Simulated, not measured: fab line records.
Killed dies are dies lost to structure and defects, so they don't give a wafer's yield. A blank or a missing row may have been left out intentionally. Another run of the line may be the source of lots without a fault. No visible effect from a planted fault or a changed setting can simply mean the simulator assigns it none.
fab line records	flow n5-finfet
record: lots: 24	wafers: 72	last-day: 18
route steps=1938 shown BEOL_M14@1762 BEOL_M15@1773
lots untouched by any fault: they come from a run of this same line in which no faults occurred
start-h: hours from the record's first day to the start of the lot's first wafer shown	wait-h: hours from the lot's prior step to this one	" the same as in the row above	L1.1+2: a single row standing in for several wafers	- no value present, or no start provided	* or withheld: withheld	< > ~ a bound
route shown NAME@n: names a module that has steps shown in the file, with the first one's number in the route	usual: the fault-free wafers' mean and standard deviation	same: alike in all rows	chamber/n: place in a boat	sites: each site's reading	_std_site: how widely they spread, as a standard deviation	_edge_site: mean of outer sites minus mean of inner sites	radius-mm: how far each site lies from the wafer's centre	mask NAME#n: copy n	behind: the most recent tool/chamber to have shaped the wafer	hold: why the lot went on hold/how many hours it stayed there/how the hold came to an end	device: the n, p or np transistor that did not switch	end of line: at the end of the route, the tests of the same wafers	a step given without rows: its recipe and nothing more	killed: dies lost to structure and defects at the first sort, not the wafer's yield	map: a wafer's dies, x killed, . not, _ none there
set.NAME: the setting that was run; set.NAME@STEP: the one run at that earlier step	model.NAME: the simulator's own value behind a step, which no gauge read
the route's steps for a sample of lots (tables are steps, rows are wafers)
services: when a tool's chamber went out of use (start-h, in hours from the record's first day, below 0 if earlier), for how many hours, and the reason
== steps ==
step: N5_BEOL_M14_SPUTTER_43
recipe: material: TaN	target-thk-a: 150	temp-c: 50	bias-v: 168.6	power-w: 15000	chamber-pressure-pa: 0.12	time-s: 24.19
usual: bias-v: 168.6/1.5	substrate-temp-c: 49.99/0.12	throttle-valve-pct: 30.0/0.82
lot.wafer	tool	chamber	start-h	wait-h	bias-v	substrate-temp-c	throttle-valve-pct
L074.2	pvd-sputter-03	-	262.32	0.0	168.7	49.88	30.9
L074.5	"	-	"	"	168.9	50.12	31.0
L074.6	"	-	"	"	168.6	50.12	30.7
L076.3	pvd-sputter-02	-	280.72	0.0	167.8	49.94	28.7
L076.5	"	-	"	"	169.5	49.79	29.8
L076.6	"	-	"	"	165.2	50.03	28.7
L075.1	pvd-sputter-03	-	285.03	1.6	166.4	50.15	30.6
L075.2	"	-	"	"	166.9	49.93	30.7
L075.6	"	-	"	"	170.1	49.84	29.9
L077.1	pvd-sputter-02	-	286.10	0.0	167.8	50.10	30.7
L077.3	"	-	"	"	167.8	50.20	29.7
L077.6	"	-	"	"	168.2	50.26	29.5
L080.3	pvd-sputter-02	-	287.16	0.0	167.9	50.00	29.4
L080.4	"	-	"	"	170.5	50.08	29.0
L080.5	"	-	"	"	169.1	49.99	29.5
L078.1	pvd-sputter-02	-	287.82	0.0	167.2	50.18	29.6
L078.2	"	-	"	"	168.5	50.03	31.0
L078.6	"	-	"	"	167.7	49.89	29.4
L079.1	pvd-sputter-02	-	288.52	0.0	168.0	49.86	30.6
L079.4	"	-	"	"	167.2	50.12	29.8
L079.5	"	-	"	"	168.9	49.79	31.0
L081.1	pvd-sputter-03	-	316.24	0.0	168.7	50.09	31.2
L081.2	"	-	"	"	168.4	49.90	29.7
L081.5	"	-	"	"	170.4	49.73	30.5
L084.1	pvd-sputter-03	-	317.41	0.0	171.7	50.17	30.9
L084.3	"	-	"	"	167.4	50.09	31.0
L084.5	"	-	"	"	166.2	50.06	30.9
L082.2	pvd-sputter-02	-	320.80	0.0	169.5	49.91	29.6
L082.5	"	-	"	"	166.4	50.13	31.0
L082.6	"	-	"	"	165.0	50.18	29.7
L083.2	pvd-sputter-02	-	321.60	0.0	168.0	49.97	29.7
L083.4	"	-	"	"	169.9	49.96	29.7
L083.6	"	-	"	"	168.8	49.90	30.6
L086.3	pvd-sputter-02	-	348.69	0.0	169.0	49.97	29.5
L086.5	"	-	"	"	169.0	49.91	29.7
L086.6	"	-	"	"	171.6	50.03	29.1
L087.2	pvd-sputter-01	-	348.71	0.0	166.9	49.92	29.6
L087.4	"	-	"	"	167.3	49.88	28.2
L087.5	"	-	"	"	169.5	49.96	29.3
L088.2	pvd-sputter-03	-	349.03	0.0	166.5	50.07	30.0
L088.3	"	-	"	"	169.2	50.15	30.7
L088.6	"	-	"	"	169.3	50.12	31.2
L090.1	pvd-sputter-01	-	361.03	0.0	172.5	49.99	30.2
L090.2	"	-	"	"	170.4	49.89	29.5
L090.3	"	-	"	"	167.2	49.86	29.2
L085.3	pvd-sputter-03	-	361.11	0.0	166.9	49.91	31.1
L085.4	"	-	"	"	169.3	50.16	31.0
L085.5	"	-	"	"	168.1	49.96	31.1
L089.1	pvd-sputter-03	-	361.51	0.0	170.6	50.17	30.8
L089.3	"	-	"	"	166.7	50.03	30.9
L089.4	"	-	"	"	166.8	50.00	29.8
L092.2	pvd-sputter-03	-	363.31	0.0	168.6	49.93	31.0
L092.4	"	-	"	"	169.1	49.66	30.7
L092.5	"	-	"	"	168.7	49.87	30.8
L091.2	pvd-sputter-02	-	377.25	0.0	171.5	50.01	30.9
L091.4	"	-	"	"	169.8	50.07	29.7
L091.6	"	-	"	"	169.6	49.93	29.1
L094.3	pvd-sputter-01	-	386.45	0.0	167.3	50.25	29.3
L094.4	"	-	"	"	165.9	49.79	29.7
L094.6	"	-	"	"	170.1	49.87	30.5
L095.4	pvd-sputter-01	-	389.85	0.0	168.4	49.89	30.1
L095.5	"	-	"	"	166.2	50.02	29.6
L095.6	"	-	"	"	164.7	49.99	28.0
L093.2	pvd-sputter-02	-	390.55	0.0	168.9	50.06	29.3
L093.3	"	-	"	"	167.9	50.11	28.8
L093.4	"	-	"	"	167.6	49.97	30.7
L096.2	pvd-sputter-02	-	398.77	0.0	171.1	50.15	30.6
L096.3	"	-	"	"	167.6	50.05	29.7
L096.5	"	-	"	"	170.0	50.02	28.9
L097.1	pvd-sputter-03	-	416.21	0.0	172.2	49.93	30.1
L097.4	"	-	"	"	168.9	49.87	30.4
L097.5	"	-	"	"	169.3	49.96	30.1
step: N5_BEOL_M14_THK_MEAS_50
recipe: thk-meas-gauge: xrf	reads: Cu_of_BEOL_M14_ECD_47
usual: M14_THK: 573/14
lot.wafer	tool	chamber	start-h	wait-h	M14_THK[nm]
L074.2	film-metro-02	-	263.38	-	557
L074.5	"	-	"	"	575
L074.6	"	-	"	"	592
L076.3	film-metro-01	-	284.03	-	565
L076.5	"	-	"	"	583
L076.6	"	-	"	"	563
L075.1	film-metro-01	-	286.67	-	568
L075.2	"	-	"	"	563
L075.6	"	-	"	"	572
L077.1	film-metro-01	-	288.56	-	581
L077.3	"	-	"	"	567
L077.6	"	-	"	"	586
L080.3	film-metro-01	-	290.21	-	569
L080.4	"	-	"	"	589
L080.5	"	-	"	"	563
L078.1	film-metro-02	-	290.93	-	579
L078.2	"	-	"	"	551
L078.6	"	-	"	"	559
L079.1	film-metro-01	-	291.74	-	564
L079.4	"	-	"	"	588
L079.5	"	-	"	"	565
L081.1	film-metro-02	-	319.72	-	600
L081.2	"	-	"	"	565
L081.5	"	-	"	"	592
L084.1	film-metro-02	-	321.28	-	586
L084.3	"	-	"	"	603
L084.5	"	-	"	"	588
L082.2	film-metro-02	-	324.27	-	586
L082.5	"	-	"	"	567
L082.6	"	-	"	"	592
L083.2	film-metro-02	-	326.07	-	589
L083.4	"	-	"	"	596
L083.6	"	-	"	"	599
L086.3	film-metro-02	-	349.77	-	569
L086.5	"	-	"	"	587
L086.6	"	-	"	"	567
L087.2	film-metro-01	-	349.78	-	591
L087.4	"	-	"	"	598
L087.5	"	-	"	"	596
L088.2	film-metro-01	-	350.09	-	592
L088.3	"	-	"	"	582
L088.6	"	-	"	"	564
L090.1	film-metro-01	-	362.37	-	566
L090.2	"	-	"	"	584
L090.3	"	-	"	"	593
L085.3	film-metro-02	-	362.64	-	559
L085.4	"	-	"	"	581
L085.5	"	-	"	"	560
L089.1	film-metro-02	-	362.91	-	559
L089.3	"	-	"	"	558
L089.4	"	-	"	"	570
L092.2	film-metro-02	-	365.55	-	553
L092.4	"	-	"	"	577
L092.5	"	-	"	"	549
L091.2	film-metro-02	-	381.50	-	562
L091.4	"	-	"	"	590
L091.6	"	-	"	"	549
L094.3	film-metro-02	-	387.80	-	564
L094.4	"	-	"	"	566
L094.6	"	-	"	"	591
L095.4	film-metro-02	-	390.91	-	582
L095.5	"	-	"	"	575
L095.6	"	-	"	"	574
L093.2	film-metro-02	-	391.62	-	588
L093.3	"	-	"	"	597
L093.4	"	-	"	"	556
L096.2	film-metro-01	-	399.83	-	564
L096.3	"	-	"	"	563
L096.5	"	-	"	"	574
L097.1	film-metro-01	-	417.26	-	556
L097.4	"	-	"	"	560
L097.5	"	-	"	"	563
step: N5_BEOL_M15_ILD_DEP_00
recipe: material: SiO2	target-thk-a: 16293	temp-c: 400	precursor: TEOS/O2	pressure-torr: 6.5	rf-w: 900	teos-flow-sccm: 161.4	gas: O2	flow-sccm: 2650	time-s: 346.1
usual: heater-power-w: 489/71	showerhead-plenum-p-Torr: 8.336/0.029	throttle-valve-pct: 18.7/1.2
lot.wafer	tool	chamber	start-h	wait-h	heater-power-w	showerhead-plenum-p-Torr	throttle-valve-pct
L074.2	pecvd-01	1	263.58	0.0	456	8.345	21.0
L074.5	"	1	"	"	367	8.365	20.9
L074.6	"	2	"	"	390	8.314	18.3
L076.3	pecvd-04	2	284.22	0.0	482	8.312	17.2
L076.5	"	1	"	"	539	8.295	17.9
L076.6	"	0	"	"	493	8.395	18.6
L075.1	pecvd-04	1	286.86	0.0	563	8.300	17.9
L075.2	"	2	"	"	431	8.300	17.2
L075.6	"	2	"	"	496	8.317	17.0
L077.1	pecvd-04	2	288.75	0.0	431	8.312	17.3
L077.3	"	1	"	"	520	8.310	17.7
L077.6	"	2	"	"	494	8.311	17.0
L080.3	pecvd-03	1	290.40	0.0	561	8.341	19.7
L080.4	"	2	"	"	592	8.346	17.2
L080.5	"	0	"	"	409	8.377	18.2
L078.1	pecvd-01	1	291.12	0.0	476	8.361	20.8
L078.2	"	2	"	"	462	8.307	18.3
L078.6	"	2	"	"	512	8.321	18.0
L079.1	pecvd-01	1	291.93	0.0	475	8.354	20.8
L079.4	"	2	"	"	517	8.291	18.3
L079.5	"	0	"	"	500	8.352	18.5
L081.1	pecvd-04	1	319.91	0.0	545	8.301	18.0
L081.2	"	0	"	"	646	8.379	19.0
L081.5	"	0	"	"	489	8.401	19.0
L084.1	pecvd-04	1	321.47	0.0	562	8.315	18.1
L084.3	"	2	"	"	399	8.312	16.9
L084.5	"	1	"	"	432	8.317	18.0
L082.2	pecvd-01	1	324.46	0.0	399	8.346	21.1
L082.5	"	2	"	"	473	8.317	17.7
L082.6	"	1	"	"	491	8.347	20.9
L083.2	pecvd-01	0	326.26	0.0	536	8.359	18.7
L083.4	"	2	"	"	481	8.314	18.1
L083.6	"	0	"	"	409	8.345	18.8
L086.3	pecvd-01	0	349.96	0.0	483	8.339	18.7
L086.5	"	0	"	"	528	8.347	18.7
L086.6	"	1	"	"	377	8.352	21.1
L087.2	pecvd-04	1	349.97	0.0	534	8.290	17.8
L087.4	"	2	"	"	378	8.316	16.9
L087.5	"	1	"	"	437	8.309	17.6
L088.2	pecvd-01	0	350.28	0.0	490	8.339	18.7
L088.3	"	1	"	"	449	8.358	20.6
L088.6	"	0	"	"	551	8.344	18.8
L090.1	pecvd-03	2	362.57	0.0	581	8.342	17.4
L090.2	"	0	"	"	540	8.403	18.4
L090.3	"	1	"	"	643	8.358	19.7
L085.3	pecvd-01	2	362.86	0.0	404	8.303	18.3
L085.4	"	1	"	"	515	8.349	20.9
L085.5	"	0	"	"	536	8.347	18.8
L089.1	pecvd-04	0	363.14	0.0	572	8.362	18.5
L089.3	"	2	"	"	477	8.324	17.5
L089.4	"	0	"	"	641	8.351	18.2
L092.2	pecvd-01	0	365.74	0.0	545	8.355	18.7
L092.4	"	0	"	"	414	8.336	18.6
L092.5	"	2	"	"	395	8.295	18.0
L091.2	pecvd-04	2	381.70	0.0	458	8.305	17.1
L091.4	"	1	"	"	440	8.323	17.6
L091.6	"	0	"	"	582	8.379	18.4
L094.3	pecvd-03	1	387.99	0.0	666	8.354	19.7
L094.4	"	1	"	"	484	8.358	19.8
L094.6	"	0	"	"	556	8.376	18.6
L095.4	pecvd-01	0	391.21	0.1	522	8.354	18.8
L095.5	"	1	"	"	489	8.358	21.1
L095.6	"	2	"	"	398	8.305	18.0
L093.2	pecvd-01	0	391.81	0.0	503	8.359	18.8
L093.3	"	1	"	"	486	8.334	20.8
L093.4	"	1	"	"	384	8.350	20.9
L096.2	pecvd-03	1	400.02	0.0	563	8.352	19.4
L096.3	"	0	"	"	500	8.371	18.4
L096.5	"	2	"	"	589	8.355	17.6
L097.1	pecvd-01	0	417.48	0.0	482	8.357	18.7
L097.4	"	2	"	"	398	8.294	18.1
L097.5	"	0	"	"	542	8.339	18.4
step: N5_BEOL_M15_CD_MEAS_10
recipe: target-cd-nm: 360	landing-energy-ev: 500	detector: se-inlens	polarity: opening
usual: cd-nm: 358.5/1.6
lot.wafer	tool	chamber	start-h	wait-h	cd-nm
L074.2	cd-sem-01	0	264.24	-	357.0
L074.5	"	0	"	"	357.1
L074.6	"	0	"	"	356.3
L076.3	cd-sem-02	0	284.78	-	357.1
L076.5	"	0	"	"	357.4
L076.6	"	0	"	"	359.0
L075.1	cd-sem-03	0	287.54	-	359.7
L075.2	"	0	"	"	357.5
L075.6	"	0	"	"	357.2
L077.1	cd-sem-01	0	289.30	-	358.9
L077.3	"	0	"	"	356.2
L077.6	"	0	"	"	357.3
L080.3	cd-sem-02	0	291.09	-	360.7
L080.4	"	0	"	"	357.8
L080.5	"	0	"	"	361.5
L078.1	cd-sem-02	0	291.80	-	359.9
L078.2	"	0	"	"	361.4
L078.6	"	0	"	"	357.9
L079.1	cd-sem-01	0	292.49	-	357.3
L079.4	"	0	"	"	357.7
L079.5	"	0	"	"	359.0
L081.1	cd-sem-01	0	320.59	-	357.5
L081.2	"	0	"	"	358.9
L081.5	"	0	"	"	360.7
L084.1	cd-sem-03	0	322.03	-	360.7
L084.3	"	0	"	"	359.0
L084.5	"	0	"	"	360.2
L082.2	cd-sem-01	0	325.02	-	359.9
L082.5	"	0	"	"	358.5
L082.6	"	0	"	"	358.1
L083.2	cd-sem-03	0	326.94	-	358.5
L083.4	"	0	"	"	357.1
L083.6	"	0	"	"	356.3
L086.3	cd-sem-03	0	350.64	-	357.2
L086.5	"	0	"	"	357.3
L086.6	"	0	"	"	358.2
L087.2	cd-sem-01	0	350.80	-	358.4
L087.4	"	0	"	"	357.0
L087.5	"	0	"	"	359.3
L088.2	cd-sem-03	0	350.84	-	359.0
L088.3	"	0	"	"	358.1
L088.6	"	0	"	"	357.3
L090.1	cd-sem-02	0	363.24	-	356.7
L090.2	"	0	"	"	355.9
L090.3	"	0	"	"	357.0
L085.3	cd-sem-03	0	363.42	-	357.1
L085.4	"	0	"	"	357.8
L085.5	"	0	"	"	360.8
L089.1	cd-sem-02	0	363.69	-	357.3
L089.3	"	0	"	"	355.8
L089.4	"	0	"	"	359.0
L092.2	cd-sem-03	0	366.30	-	358.9
L092.4	"	0	"	"	359.2
L092.5	"	0	"	"	359.4
L091.2	cd-sem-01	0	382.25	-	357.7
L091.4	"	0	"	"	359.4
L091.6	"	0	"	"	362.0
L094.3	cd-sem-01	0	388.67	-	356.5
L094.4	"	0	"	"	356.9
L094.6	"	0	"	"	359.7
L095.4	cd-sem-02	0	391.66	-	358.7
L095.5	"	0	"	"	358.7
L095.6	"	0	"	"	357.5
L093.2	cd-sem-03	0	392.49	-	356.1
L093.3	"	0	"	"	356.1
L093.4	"	0	"	"	358.3
L096.2	cd-sem-01	0	400.70	-	357.1
L096.3	"	0	"	"	357.8
L096.5	"	0	"	"	358.6
L097.1	cd-sem-01	0	418.04	-	360.6
L097.4	"	0	"	"	357.0
L097.5	"	0	"	"	358.3
step: N5_BEOL_M15_ETCH_61
recipe: chemistry: N2/H2	target: BARC	target-depth-a: 890	overetch-a: 267	time-s: 67.9	ion-energy-ev: 200	pressure-mtorr: 30	source-w: 840	bias-w: 150	n2-flow-sccm: 200	h2-flow-sccm: 200
usual: drypump-motor-current-A: 5.8/0.61	oes-product-au: 0.70/0.078	rf-vpp-V: 523.2/2.3	showerhead-plenum-p-Torr: 2.51/0.08	throttle-valve-pct: 17.75/0.26
lot.wafer	tool	chamber	start-h	wait-h	drypump-motor-current-A	oes-product-au	rf-hours-counter-h	rf-vpp-V	showerhead-plenum-p-Torr	throttle-valve-pct
L074.2	rie-diel-02	2	266.24	0.0	4.7	0.76	27	525.2	2.59	17.70
L074.5	"	2	"	"	4.7	0.75	-	524.5	2.59	17.70
L074.6	"	3	"	"	6.6	0.71	-	521.1	2.45	17.34
L076.3	rie-diel-02	3	286.62	0.0	6.6	0.70	82	521.2	2.45	17.36
L076.5	"	1	"	"	6.6	0.58	-	525.6	2.62	18.24
L076.6	"	3	"	"	6.6	0.70	-	522.7	2.45	17.36
L075.1	rie-diel-04	3	289.16	0.0	6.3	0.60	235	523.9	2.50	17.86
L075.2	"	2	"	"	5.2	0.62	181	522.3	2.52	17.62
L075.6	"	1	"	"	5.3	0.69	-	522.3	2.45	17.64
L077.1	rie-diel-04	0	291.13	0.0	5.9	0.63	164	518.5	2.35	17.97
L077.3	"	3	"	"	6.2	0.60	236	522.8	2.50	17.86
L077.6	"	0	"	"	5.9	0.62	-	516.1	2.35	17.96
L080.3	rie-diel-03	2	292.81	0.0	5.6	0.61	236	522.9	2.49	18.12
L080.4	"	1	"	"	6.3	0.81	3	526.3	2.61	17.25
L080.5	"	1	"	"	6.3	0.81	-	524.8	2.60	17.24
L078.1	rie-diel-02	3	293.41	0.0	6.6	0.70	85	522.2	2.45	17.37
L078.2	"	0	"	"	5.8	0.83	2	524.8	2.62	18.13
L078.6	"	3	"	"	6.6	0.70	-	522.5	2.45	17.38
L079.1	rie-diel-03	0	294.11	0.0	5.1	0.80	6	523.5	2.49	17.78
L079.4	"	1	"	"	6.3	0.81	3	525.7	2.61	17.27
L079.5	"	1	"	"	6.3	0.80	-	526.8	2.61	17.26
L081.1	rie-diel-04	2	322.58	0.0	5.2	0.61	190	525.0	2.52	17.65
L081.2	"	1	"	"	5.3	0.67	125	521.3	2.45	17.66
L081.5	"	2	"	"	5.1	0.61	-	524.1	2.52	17.64
L084.1	rie-diel-03	1	323.80	0.0	6.3	0.78	13	524.4	2.60	17.27
L084.3	"	3	"	"	5.8	0.64	137	524.3	2.56	17.83
L084.5	"	3	"	"	5.8	0.64	-	523.0	2.56	17.83
L082.2	rie-diel-04	3	326.60	0.0	6.3	0.60	246	523.2	2.49	17.87
L082.5	"	0	"	"	5.9	0.62	-	517.7	2.35	17.99
L082.6	"	1	"	"	5.3	0.67	-	521.2	2.45	17.67
L083.2	rie-diel-04	0	328.77	0.0	5.9	0.61	173	518.8	2.35	18.00
L083.4	"	1	"	"	5.3	0.68	128	521.8	2.45	17.68
L083.6	"	1	"	"	5.3	0.67	-	523.0	2.45	17.67
L086.3	rie-diel-02	3	352.38	0.0	6.6	0.69	102	522.8	2.44	17.40
L086.5	"	1	"	"	6.6	0.82	-	524.7	2.62	17.85
L086.6	"	0	"	"	5.7	0.79	-	526.1	2.61	18.16
L087.2	rie-diel-02	2	352.63	0.0	4.7	0.71	55	526.2	2.58	17.75
L087.4	"	3	"	"	6.6	0.68	102	523.1	2.44	17.39
L087.5	"	1	"	"	6.6	0.82	-	525.6	2.62	17.88
L088.2	rie-diel-03	0	352.86	0.0	5.1	0.77	19	522.3	2.48	17.80
L088.3	"	1	"	"	6.3	0.75	26	525.5	2.60	17.28
L088.6	"	0	"	"	5.1	0.77	-	521.0	2.48	17.80
L090.1	rie-diel-03	1	365.17	0.0	6.3	0.74	30	526.9	2.59	17.31
L090.2	"	2	"	"	5.6	0.83	3	523.4	2.48	17.72
L090.3	"	3	"	"	5.8	0.63	154	522.9	2.55	17.86
L085.3	rie-diel-02	1	365.47	0.0	6.6	0.80	6	527.2	2.62	17.86
L085.4	"	3	"	"	6.6	0.68	106	522.0	2.44	17.40
L085.5	"	2	"	"	4.7	0.72	-	523.7	2.57	17.75
L089.1	rie-diel-03	3	366.37	0.0	5.8	0.63	155	523.9	2.55	17.86
L089.3	"	2	"	"	5.6	0.84	3	523.9	2.48	17.72
L089.4	"	1	"	"	6.3	0.75	31	525.3	2.59	17.31
L092.2	rie-diel-04	3	368.36	0.0	6.3	0.82	5	521.5	2.49	17.48
L092.4	"	1	"	"	5.3	0.67	142	521.5	2.44	17.70
L092.5	"	0	"	"	5.9	0.61	-	516.7	2.34	18.00
L091.2	rie-diel-02	2	383.91	0.0	4.6	0.71	63	524.3	2.57	17.76
L091.4	"	0	"	"	5.8	0.77	30	526.3	2.61	18.18
L091.6	"	1	"	"	6.6	0.79	-	525.7	2.61	17.88
L094.3	rie-diel-02	0	390.38	0.0	5.8	0.77	32	525.6	2.61	18.18
L094.4	"	3	"	"	6.7	0.67	111	521.2	2.44	17.41
L094.6	"	2	"	"	4.6	0.71	-	525.6	2.57	17.77
L095.4	rie-diel-03	2	393.77	0.0	5.6	0.81	11	522.4	2.48	17.72
L095.5	"	2	"	"	5.6	0.80	-	521.1	2.48	17.74
L095.6	"	1	"	"	6.3	0.74	-	525.2	2.59	17.31
L093.2	rie-diel-04	2	394.33	0.0	5.2	0.60	216	523.6	2.51	17.69
L093.3	"	1	"	"	5.3	0.67	150	521.0	2.44	17.71
L093.4	"	3	"	"	6.2	0.80	13	522.0	2.49	17.52
L096.2	rie-diel-04	2	402.31	0.0	5.2	0.61	218	524.7	2.51	17.72
L096.3	"	3	"	"	6.3	0.79	16	522.8	2.48	17.52
L096.5	"	3	"	"	6.3	0.78	-	522.7	2.48	17.54
L097.1	rie-diel-04	2	419.83	0.0	5.2	0.60	224	522.5	2.51	17.69
L097.4	"	3	"	"	6.2	0.78	23	521.6	2.48	17.52
L097.5	"	2	"	"	5.2	0.60	-	522.5	2.51	17.70
step: N5_BEOL_M15_SPUTTER_43
recipe: material: TaN	target-thk-a: 150	temp-c: 50	bias-v: 168.6	power-w: 15000	chamber-pressure-pa: 0.12	time-s: 24.19
usual: bias-v: 168.5/1.8	substrate-temp-c: 50.00/0.1	throttle-valve-pct: 29.9/0.88
lot.wafer	tool	chamber	start-h	wait-h	bias-v	substrate-temp-c	throttle-valve-pct
L074.2	pvd-sputter-02	-	277.59	0.0	164.5	49.86	30.8
L074.5	"	-	"	"	164.9	50.09	30.6
L074.6	"	-	"	"	169.7	49.96	29.9
L076.3	pvd-sputter-01	-	287.49	0.0	167.6	50.02	30.1
L076.5	"	-	"	"	170.5	50.03	29.4
L076.6	"	-	"	"	169.4	49.94	27.7
L075.1	pvd-sputter-03	-	291.46	0.0	169.9	50.26	31.0
L075.2	"	-	"	"	165.2	50.00	31.0
L075.6	"	-	"	"	169.5	49.98	30.8
L078.1	pvd-sputter-02	-	296.47	0.0	167.2	50.12	29.2
L078.2	"	-	"	"	166.7	50.02	29.6
L078.6	"	-	"	"	167.0	49.97	30.8
L079.1	pvd-sputter-01	-	296.55	0.0	167.2	50.04	28.4
L079.4	"	-	"	"	166.5	49.94	29.4
L079.5	"	-	"	"	169.1	50.08	30.3
L080.3	pvd-sputter-01	-	296.95	0.0	166.7	50.08	28.3
L080.4	"	-	"	"	169.8	50.09	29.6
L080.5	"	-	"	"	167.5	50.02	30.4
L077.1	pvd-sputter-03	-	299.76	7.8	168.4	49.83	30.6
L077.3	"	-	"	"	169.6	49.97	30.8
L077.6	"	-	"	"	166.2	50.01	30.8
L081.1	pvd-sputter-02	-	325.53	0.0	170.4	50.08	29.8
L081.2	"	-	"	"	166.1	49.87	30.7
L081.5	"	-	"	"	169.2	49.93	30.8
L084.1	pvd-sputter-03	-	325.81	0.0	167.8	50.12	30.1
L084.3	"	-	"	"	168.8	49.85	31.4
L084.5	"	-	"	"	166.1	49.93	30.7
L082.2	pvd-sputter-01	-	328.28	0.0	170.2	49.90	29.6
L082.5	"	-	"	"	169.4	50.02	29.4
L082.6	"	-	"	"	168.9	49.99	28.1
L083.2	pvd-sputter-03	-	329.48	0.0	170.9	49.97	30.4
L083.4	"	-	"	"	169.6	50.03	30.6
L083.6	"	-	"	"	168.4	50.02	30.8
L086.3	pvd-sputter-02	-	356.17	0.0	165.2	50.09	28.9
L086.5	"	-	"	"	168.1	49.90	29.5
L086.6	"	-	"	"	170.0	50.08	30.8
L087.2	pvd-sputter-01	-	356.25	0.0	169.9	50.14	29.4
L087.4	"	-	"	"	166.3	50.21	29.5
L087.5	"	-	"	"	167.5	49.84	29.5
L088.2	pvd-sputter-03	-	362.99	0.0	170.5	49.97	29.8
L088.3	"	-	"	"	168.2	50.25	31.3
L088.6	"	-	"	"	168.8	49.81	30.7
L090.1	pvd-sputter-01	-	367.55	0.0	168.0	50.19	29.2
L090.2	"	-	"	"	166.0	49.95	28.2
L090.3	"	-	"	"	168.8	50.02	29.5
L085.3	pvd-sputter-01	-	373.49	0.0	167.7	49.89	29.5
L085.4	"	-	"	"	167.2	49.99	28.3
L085.5	"	-	"	"	169.0	50.02	28.1
L089.1	pvd-sputter-03	-	375.38	0.0	169.0	50.06	30.6
L089.3	"	-	"	"	164.1	49.89	30.8
L089.4	"	-	"	"	171.5	50.11	29.9
L092.2	pvd-sputter-03	-	376.70	0.0	170.0	49.77	30.9
L092.4	"	-	"	"	170.3	50.06	30.8
L092.5	"	-	"	"	167.9	49.74	30.9
L091.2	pvd-sputter-03	-	385.20	0.0	171.7	50.02	30.1
L091.4	"	-	"	"	169.7	49.93	30.5
L091.6	"	-	"	"	169.5	49.94	30.6
L094.3	pvd-sputter-02	-	392.91	0.0	169.8	49.97	29.0
L094.4	"	-	"	"	166.1	50.01	29.9
L094.6	"	-	"	"	169.2	50.14	30.8
L095.4	pvd-sputter-01	-	394.71	0.0	168.5	50.22	30.5
L095.5	"	-	"	"	172.1	49.97	29.5
L095.6	"	-	"	"	168.2	49.80	29.5
L093.2	pvd-sputter-01	-	398.79	0.0	169.1	50.10	29.3
L093.3	"	-	"	"	172.4	49.94	30.2
L093.4	"	-	"	"	167.6	49.88	28.0
L096.2	pvd-sputter-02	-	404.90	0.0	167.6	49.94	29.8
L096.3	"	-	"	"	167.8	49.90	29.4
L096.5	"	-	"	"	169.3	49.93	28.9
L097.1	pvd-sputter-03	-	421.51	0.0	168.8	50.11	30.2
L097.4	"	-	"	"	171.7	50.00	31.0
L097.5	"	-	"	"	167.1	50.00	29.9
== services ==
tool	chamber	start-h	hours	kind
rie-diel-02	0	238.33	5.8	repair
rie-diel-03	-	271.55	14.6	pm
rie-diel-02	0	274.53	-	clean
rie-diel-02	0	274.53	-	consumable-replace:focus-ring
rie-diel-02	0	274.53	14.8	scheduled-down
rie-diel-02	0	274.53	14.8	vent-cycle
pecvd-04	2	294.41	2.1	scheduled-down
rie-diel-03	0	318.78	21.1	repair
rie-diel-04	0	319.25	5.6	repair
rie-diel-02	1	330.24	-	clean
rie-diel-02	1	330.24	-	consumable-replace:focus-ring
rie-diel-02	1	330.24	18.0	scheduled-down
rie-diel-02	1	330.24	18.0	vent-cycle
rie-diel-04	3	338.66	-	clean
rie-diel-04	3	338.66	-	consumable-replace:focus-ring
rie-diel-04	3	338.66	15.6	scheduled-down
rie-diel-04	3	338.66	15.6	vent-cycle
pecvd-03	1	341.51	5.2	repair
pecvd-04	-	343.24	1.7	repair
pvd-sputter-02	-	357.48	4.6	repair
rie-diel-04	0	408.04	3.4	repair
pecvd-01	-	408.67	2.8	pm
rie-diel-04	2	410.08	2.7	repair
pecvd-04	2	412.96	20.0	repair
== key ==
fault none
